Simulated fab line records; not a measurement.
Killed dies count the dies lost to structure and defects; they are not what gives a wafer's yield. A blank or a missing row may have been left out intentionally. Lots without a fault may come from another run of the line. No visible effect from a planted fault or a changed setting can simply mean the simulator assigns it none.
Chamber matching    flow nand-harc    4 sister chambers for NHARC_A_CHANNEL_FILL_D1_ALD_02 on ald-hk-02
The step deposits SiO2, target thk 6 nm, pulse time 10 s, ald cycles 60. 22 wafers are shown with their chamber, then 11 later ones without.

EACH WAFER AND ITS CHAMBER
wafer   chamber  heater-power-w (W)  precursor-pulse-height-rel
L076.1  1        431                 0.997
L076.2  3        452                 0.999
L076.5  1        421                 0.999
L074.1  1        426                 0.997
L074.3  3        462                 0.993
L074.4  2        526                 1.027
L078.1  1        438                 0.999
L078.4  2        505                 1.005
L078.5  3        459                 0.975
L080.4  0        467                 1.002
L080.5  1        434                 1.039
L080.6  0        468                 1.029
L081.1  3        469                 0.988
L081.2  1        417                 0.992
L081.4  0        485                 1.019
L082.2  3        465                 1.022
L082.5  0        482                 1.020
L082.6  3        459                 1.026
L085.2  0        477                 0.994
L085.3  1        414                 0.995
L085.6  1        433                 1.019
L083.1  1        430                 1.015

SIGNATURES, as means of the wafers listed above
reading                     chamber 0  chamber 1  chamber 2  chamber 3  scatter within a chamber
heater-power-w              475.80     427.11     515.50     461.00     8.13
precursor-pulse-height-rel  1.01280    1.00578    1.01600    1.00050    0.0166
Rule: a wafer lies at a distance from a chamber equal to the root of the sum of squares, over the readings, of (its reading less the chamber's mean, divided by the reading's scatter). If the next closest chamber is less than 2 further off than the closest, the wafer can't be placed; otherwise it belongs to the closest. The scatter is the square root of a quotient: the sum, over the shown wafers, of each reading's squared deviation from its chamber's mean, divided by wafers minus chambers.

WAFERS WITH NO CHAMBER GIVEN
wafer   heater-power-w (W)  precursor-pulse-height-rel
L083.4  469                 0.979
L083.5  471                 0.984
L084.1  426                 0.994
L084.3  519                 0.993
L084.6  422                 1.001
L088.3  526                 1.011
L088.5  465                 0.988
L088.6  478                 1.008
L094.2  523                 0.969
L094.3  418                 1.037
L094.4  459                 0.986

CHAMBER TAKEN BY EACH
wafer   from the rows above      in truth
L083.4  can't be placed: 3 or 0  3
L083.5  can't be placed: 3 or 0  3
L084.1  1                        1
L084.3  2                        2
L084.6  1                        1
L088.3  2                        2
L088.5  can't be placed: 3 or 0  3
L088.6  can't be placed: 0 or 3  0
L094.2  2                        2
L094.3  1                        1
L094.4  can't be placed: 3 or 0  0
6 of 11 placed correctly. Cannot be placed on the basis of these rows: 5; the candidates contain the true chamber in 5. 0 placed wrongly.
